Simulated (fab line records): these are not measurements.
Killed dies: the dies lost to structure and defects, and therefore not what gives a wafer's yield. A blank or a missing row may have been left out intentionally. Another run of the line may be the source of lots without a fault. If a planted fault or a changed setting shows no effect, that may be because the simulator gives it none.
Which of the tools did it? || flow n5-finfet || Sampling: 11 lots, 28 wafers, 5 of 1938 route steps

## WHAT THE GAUGES SHOWED, per wafer
N5_BEOL_M11_CD_MEAS_35: target cd 70 nm. Usual: cd-nm reads 70.1 nm (standard deviation 0.9).
{"lot": "L384", "measured": "day 10 10:08", "on": "cd-sem-01", "cd-nm (nm)": "71.4 70.9 69.2", "flag": ""}
{"lot": "L387", "measured": "day 11 00:53", "on": "cd-sem-01", "cd-nm (nm)": "70.3 70.4", "flag": ""}
{"lot": "L390", "measured": "day 12 01:38", "on": "cd-sem-03", "cd-nm (nm)": "70.6 68.2", "flag": ""}
{"lot": "L393", "measured": "day 12 08:02", "on": "cd-sem-01", "cd-nm (nm)": "70.1 70.7", "flag": ""}
{"lot": "L392", "measured": "day 12 16:56", "on": "cd-sem-02", "cd-nm (nm)": "70.0 68.3", "flag": ""}
{"lot": "L396", "measured": "day 14 03:36", "on": "cd-sem-03", "cd-nm (nm)": "70.5 70.9 71.8", "flag": ""}
{"lot": "L397", "measured": "day 14 06:05", "on": "cd-sem-02", "cd-nm (nm)": "70.1 71.2", "flag": ""}
{"lot": "L398", "measured": "day 14 08:59", "on": "cd-sem-02", "cd-nm (nm)": "68.9 70.0 70.4", "flag": ""}
{"lot": "L400", "measured": "day 14 23:42", "on": "cd-sem-03", "cd-nm (nm)": "69.7 69.6 69.0", "flag": ""}
{"lot": "L406", "measured": "day 16 13:53", "on": "cd-sem-02", "cd-nm (nm)": "70.3 70.5 70.1", "flag": ""}
{"lot": "L407", "measured": "day 17 12:42", "on": "cd-sem-02", "cd-nm (nm)": "70.1 69.9 68.8", "flag": ""}

N5_BEOL_M12_THK_MEAS_01. Usual: M12_ILD_THK gives 656 nm (standard deviation 9.4).
{"lot": "L384", "measured": "day 10 12:32", "on": "film-metro-02", "M12_ILD_THK (nm)": "649 658 654", "flag": ""}
{"lot": "L387", "measured": "day 11 03:26", "on": "film-metro-01", "M12_ILD_THK (nm)": "656 665", "flag": ""}
{"lot": "L390", "measured": "day 12 03:44", "on": "film-metro-02", "M12_ILD_THK (nm)": "653 672", "flag": ""}
{"lot": "L393", "measured": "day 12 11:29", "on": "film-metro-01", "M12_ILD_THK (nm)": "641 651", "flag": ""}
{"lot": "L392", "measured": "day 12 19:49", "on": "film-metro-02", "M12_ILD_THK (nm)": "654 661", "flag": ""}
{"lot": "L396", "measured": "day 14 06:32", "on": "film-metro-01", "M12_ILD_THK (nm)": "644 650 654", "flag": ""}
{"lot": "L397", "measured": "day 14 09:42", "on": "film-metro-02", "M12_ILD_THK (nm)": "636 662", "flag": ""}
{"lot": "L398", "measured": "day 14 12:19", "on": "film-metro-01", "M12_ILD_THK (nm)": "621 661 623", "flag": ""}
{"lot": "L400", "measured": "day 15 02:10", "on": "film-metro-01", "M12_ILD_THK (nm)": "648 609 635", "flag": ""}
{"lot": "L406", "measured": "day 16 18:06", "on": "film-metro-01", "M12_ILD_THK (nm)": "653 663 653", "flag": ""}
{"lot": "L407", "measured": "day 17 15:09", "on": "film-metro-01", "M12_ILD_THK (nm)": "648 662 654", "flag": ""}

N5_BEOL_M12_INSPECT_12: inspects for defects (macro). Usual: raw-defect-count reads 2.2 (standard deviation 1.5).
{"lot": "L384", "measured": "day 10 12:53", "on": "defect-inspect-02", "raw-defect-count": "3 2 2", "flag": ""}
{"lot": "L387", "measured": "day 11 03:48", "on": "defect-inspect-02", "raw-defect-count": "1 0", "flag": ""}
{"lot": "L390", "measured": "day 12 04:06", "on": "defect-inspect-02", "raw-defect-count": "3 0", "flag": ""}
{"lot": "L393", "measured": "day 12 11:50", "on": "defect-inspect-02", "raw-defect-count": "2 3", "flag": ""}
{"lot": "L392", "measured": "day 12 20:10", "on": "defect-inspect-01", "raw-defect-count": "2 3", "flag": ""}
{"lot": "L396", "measured": "day 14 07:01", "on": "defect-inspect-02", "raw-defect-count": "3 0 2", "flag": ""}
{"lot": "L397", "measured": "day 14 10:04", "on": "defect-inspect-02", "raw-defect-count": "0 4", "flag": ""}
{"lot": "L398", "measured": "day 14 12:48", "on": "defect-inspect-02", "raw-defect-count": "4 4 3", "flag": ""}
{"lot": "L400", "measured": "day 15 02:32", "on": "defect-inspect-02", "raw-defect-count": "4 2 2", "flag": ""}
{"lot": "L406", "measured": "day 16 18:35", "on": "defect-inspect-01", "raw-defect-count": "3 3 2", "flag": ""}
{"lot": "L407", "measured": "day 17 15:38", "on": "defect-inspect-02", "raw-defect-count": "1 4 2", "flag": ""}

## TOOL THAT RAN EACH LOT (tool first, then ch and the chambers of the sampled wafers, then the start)
{"lot": "L384", "N5_BEOL_M11_ETCH_65": "rie-diel-03 ch 0,1,2, day 10 09:32", "N5_BEOL_M12_ILD_DEP_00": "pecvd-02 ch 0,1,2, day 10 12:24"}
{"lot": "L387", "N5_BEOL_M11_ETCH_65": "rie-diel-04 ch 2,3, day 11 00:17", "N5_BEOL_M12_ILD_DEP_00": "pecvd-02 ch 0,2, day 11 03:22"}
{"lot": "L390", "N5_BEOL_M11_ETCH_65": "rie-diel-03 ch 2,3, day 12 00:55", "N5_BEOL_M12_ILD_DEP_00": "pecvd-01 ch 0, day 12 03:37"}
{"lot": "L393", "N5_BEOL_M11_ETCH_65": "rie-diel-06 ch 1,3, day 12 07:20", "N5_BEOL_M12_ILD_DEP_00": "pecvd-02 ch 1, day 12 11:20"}
{"lot": "L392", "N5_BEOL_M11_ETCH_65": "rie-diel-06 ch 0,2, day 12 16:20", "N5_BEOL_M12_ILD_DEP_00": "pecvd-02 ch 0, day 12 19:41"}
{"lot": "L396", "N5_BEOL_M11_ETCH_65": "rie-diel-06 ch 1,3, day 14 02:59", "N5_BEOL_M12_ILD_DEP_00": "pecvd-02 ch 0,2, day 14 06:24"}
{"lot": "L397", "N5_BEOL_M11_ETCH_65": "rie-diel-06 ch 0,3, day 14 05:28", "N5_BEOL_M12_ILD_DEP_00": "pecvd-01 ch 0,1, day 14 09:34"}
{"lot": "L398", "N5_BEOL_M11_ETCH_65": "rie-diel-03 ch 0,1, day 14 08:22", "N5_BEOL_M12_ILD_DEP_00": "pecvd-02 ch 0,2, day 14 12:11"}
{"lot": "L400", "N5_BEOL_M11_ETCH_65": "rie-diel-04 ch 0,1,2, day 14 23:05", "N5_BEOL_M12_ILD_DEP_00": "pecvd-02 ch 0,1,2, day 15 01:59"}
{"lot": "L406", "N5_BEOL_M11_ETCH_65": "rie-diel-06 ch 1,2,3, day 16 13:17", "N5_BEOL_M12_ILD_DEP_00": "pecvd-01 ch 0,1,2, day 16 17:58"}
{"lot": "L407", "N5_BEOL_M11_ETCH_65": "rie-diel-06 ch 1,2, day 17 12:05", "N5_BEOL_M12_ILD_DEP_00": "pecvd-04 ch 0,2, day 17 14:58"}
- N5_BEOL_M11_ETCH_65: etches SiARC in CF4, target depth 39 nm, time 65 s.
- N5_BEOL_M12_ILD_DEP_00: deposits SiOC from DEMS/O2, target thk 658.92 nm, time 130.7 s.

## WHAT THE TOOLS THEMSELVES READ (means of the sampled wafers that have a number; where no wafer has one, the mark that the record gives instead)
N5_BEOL_M11_ETCH_65. Usual: value, then standard deviation, for each; cf4-flow-sccm 100.0 sccm / 0.31; drypump-motor-current-A 5.9 A / 0.3; etch-rf-on-time-s 65.0 s / 2.3; oes-product-au 0.70 a.u. / 0.073; rf-vpp-V 184.0 V / 1.4; showerhead-plenum-p-Torr 2.14 Torr / 0.086; throttle-valve-pct 15.53 % / 0.24.
{"lot": "L384", "tool": "rie-diel-03", "cf4-flow-sccm (sccm)": 99.8, "drypump-motor-current-A (A)": 6.0, "etch-rf-on-time-s (s)": 62.5, "oes-product-au (a.u.)": 0.73, "rf-vpp-V (V)": 183.4, "showerhead-plenum-p-Torr (Torr)": 2.11, "throttle-valve-pct (%)": 15.60, "flag": ""}
{"lot": "L387", "tool": "rie-diel-04", "cf4-flow-sccm (sccm)": 99.9, "drypump-motor-current-A (A)": 5.8, "etch-rf-on-time-s (s)": 65.2, "oes-product-au (a.u.)": 0.73, "rf-vpp-V (V)": 183.9, "showerhead-plenum-p-Torr (Torr)": 2.10, "throttle-valve-pct (%)": 15.41, "flag": ""}
{"lot": "L390", "tool": "rie-diel-03", "cf4-flow-sccm (sccm)": 100.0, "drypump-motor-current-A (A)": 6.0, "etch-rf-on-time-s (s)": 64.8, "oes-product-au (a.u.)": 0.80, "rf-vpp-V (V)": 184.4, "showerhead-plenum-p-Torr (Torr)": 2.19, "throttle-valve-pct (%)": 15.12, "flag": ""}
{"lot": "L393", "tool": "rie-diel-06", "cf4-flow-sccm (sccm)": 100.3, "drypump-motor-current-A (A)": 6.2, "etch-rf-on-time-s (s)": 64.9, "oes-product-au (a.u.)": 0.68, "rf-vpp-V (V)": 184.4, "showerhead-plenum-p-Torr (Torr)": 2.08, "throttle-valve-pct (%)": 15.73, "flag": ""}
{"lot": "L392", "tool": "rie-diel-06", "cf4-flow-sccm (sccm)": 100.3, "drypump-motor-current-A (A)": 5.7, "etch-rf-on-time-s (s)": 64.0, "oes-product-au (a.u.)": 0.79, "rf-vpp-V (V)": 184.8, "showerhead-plenum-p-Torr (Torr)": 2.24, "throttle-valve-pct (%)": 15.31, "flag": ""}
{"lot": "L396", "tool": "rie-diel-06", "cf4-flow-sccm (sccm)": 99.9, "drypump-motor-current-A (A)": 6.1, "etch-rf-on-time-s (s)": 64.2, "oes-product-au (a.u.)": 0.66, "rf-vpp-V (V)": 182.9, "showerhead-plenum-p-Torr (Torr)": 2.08, "throttle-valve-pct (%)": 15.75, "flag": ""}
{"lot": "L397", "tool": "rie-diel-06", "cf4-flow-sccm (sccm)": 100.1, "drypump-motor-current-A (A)": 5.8, "etch-rf-on-time-s (s)": 64.0, "oes-product-au (a.u.)": 0.71, "rf-vpp-V (V)": 184.5, "showerhead-plenum-p-Torr (Torr)": 2.17, "throttle-valve-pct (%)": 15.59, "flag": ""}
{"lot": "L398", "tool": "rie-diel-03", "cf4-flow-sccm (sccm)": 100.1, "drypump-motor-current-A (A)": 5.8, "etch-rf-on-time-s (s)": 61.5, "oes-product-au (a.u.)": 0.68, "rf-vpp-V (V)": 183.0, "showerhead-plenum-p-Torr (Torr)": 2.13, "throttle-valve-pct (%)": 15.86, "flag": ""}
{"lot": "L400", "tool": "rie-diel-04", "cf4-flow-sccm (sccm)": 99.9, "drypump-motor-current-A (A)": 5.9, "etch-rf-on-time-s (s)": 68.0, "oes-product-au (a.u.)": 0.64, "rf-vpp-V (V)": 185.3, "showerhead-plenum-p-Torr (Torr)": 2.15, "throttle-valve-pct (%)": 15.54, "flag": ""}
{"lot": "L406", "tool": "rie-diel-06", "cf4-flow-sccm (sccm)": 99.8, "drypump-motor-current-A (A)": 6.0, "etch-rf-on-time-s (s)": 65.3, "oes-product-au (a.u.)": 0.68, "rf-vpp-V (V)": 183.6, "showerhead-plenum-p-Torr (Torr)": 2.11, "throttle-valve-pct (%)": 15.63, "flag": ""}
{"lot": "L407", "tool": "rie-diel-06", "cf4-flow-sccm (sccm)": 100.1, "drypump-motor-current-A (A)": 6.0, "etch-rf-on-time-s (s)": 65.6, "oes-product-au (a.u.)": 0.70, "rf-vpp-V (V)": 184.3, "showerhead-plenum-p-Torr (Torr)": 2.14, "throttle-valve-pct (%)": 15.48, "flag": ""}

N5_BEOL_M12_ILD_DEP_00. Usual: heater-power-w 474 W, standard deviation 87; showerhead-plenum-p-Torr 5.702 Torr, standard deviation 0.019; susceptor-temp-C 349.98 C, standard deviation 0.21; throttle-valve-pct 11.9 %, standard deviation 0.46.
{"lot": "L384", "tool": "pecvd-02", "heater-power-w (W)": 436, "showerhead-plenum-p-Torr (Torr)": 5.697, "susceptor-temp-C (C)": 349.84, "throttle-valve-pct (%)": 12.2, "flag": ""}
{"lot": "L387", "tool": "pecvd-02", "heater-power-w (W)": 410, "showerhead-plenum-p-Torr (Torr)": 5.675, "susceptor-temp-C (C)": 349.96, "throttle-valve-pct (%)": 12.1, "flag": ""}
{"lot": "L390", "tool": "pecvd-01", "heater-power-w (W)": 587, "showerhead-plenum-p-Torr (Torr)": 5.718, "susceptor-temp-C (C)": 349.75, "throttle-valve-pct (%)": 11.8, "flag": ""}
{"lot": "L393", "tool": "pecvd-02", "heater-power-w (W)": 482, "showerhead-plenum-p-Torr (Torr)": 5.723, "susceptor-temp-C (C)": 350.05, "throttle-valve-pct (%)": 12.6, "flag": ""}
{"lot": "L392", "tool": "pecvd-02", "heater-power-w (W)": 412, "showerhead-plenum-p-Torr (Torr)": 5.703, "susceptor-temp-C (C)": 350.04, "throttle-valve-pct (%)": 12.2, "flag": ""}
{"lot": "L396", "tool": "pecvd-02", "heater-power-w (W)": 389, "showerhead-plenum-p-Torr (Torr)": 5.693, "susceptor-temp-C (C)": 349.89, "throttle-valve-pct (%)": 12.2, "flag": ""}
{"lot": "L397", "tool": "pecvd-01", "heater-power-w (W)": 504, "showerhead-plenum-p-Torr (Torr)": 5.706, "susceptor-temp-C (C)": 350.00, "throttle-valve-pct (%)": 11.7, "flag": ""}
{"lot": "L398", "tool": "pecvd-02", "heater-power-w (W)": 494, "showerhead-plenum-p-Torr (Torr)": 5.697, "susceptor-temp-C (C)": 366.06, "throttle-valve-pct (%)": 12.1, "flag": "OFF"}
{"lot": "L400", "tool": "pecvd-02", "heater-power-w (W)": 464, "showerhead-plenum-p-Torr (Torr)": 5.698, "susceptor-temp-C (C)": 358.14, "throttle-valve-pct (%)": 12.2, "flag": "OFF"}
{"lot": "L406", "tool": "pecvd-01", "heater-power-w (W)": 455, "showerhead-plenum-p-Torr (Torr)": 5.700, "susceptor-temp-C (C)": 350.00, "throttle-valve-pct (%)": 11.5, "flag": ""}
{"lot": "L407", "tool": "pecvd-04", "heater-power-w (W)": 541, "showerhead-plenum-p-Torr (Torr)": 5.722, "susceptor-temp-C (C)": 350.09, "throttle-valve-pct (%)": 12.0, "flag": ""}

## THE ANSWER, worked out from the rows above alone
Rule: a lot counts as off when the mean over its wafers that have a number is more than 3 standard deviations away from the usual mean. A lot without any number at a reading at which 4 lots or more have one is off too. The other lots that the step has rows for count as sound. Order of review: gauges by route order, followed by the tools' own readings, for which a lot's mean as printed above is used. At the first step where some lot is off, the reading lying furthest off is the one used; lots without a number count as furthest.
Off at N5_BEOL_M12_ILD_DEP_00 (susceptor-temp-C): L398, L400.
A tool fits if, at that step or a process step before it, it ran every lot that is off, and no sound lot after the first of them. One fits: N5_BEOL_M12_ILD_DEP_00 on pecvd-02. A fault onset in the window from L396 (day 14 06:24, its last sound lot) to L398 (day 14 12:11, its first lot off) fits.
The tool's own readings at N5_BEOL_M12_ILD_DEP_00 bear it out: on the lots that are off they differ by more than 5 times the standard deviation of the sound lots' means. susceptor-temp-C reads 362.10 C there against 349.96 C on the sound lots.

## WHAT THE SIMULATOR HAD PUT IN
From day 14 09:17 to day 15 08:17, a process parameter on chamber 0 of pecvd-02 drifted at N5_BEOL_M12_ILD_DEP_00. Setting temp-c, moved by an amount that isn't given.
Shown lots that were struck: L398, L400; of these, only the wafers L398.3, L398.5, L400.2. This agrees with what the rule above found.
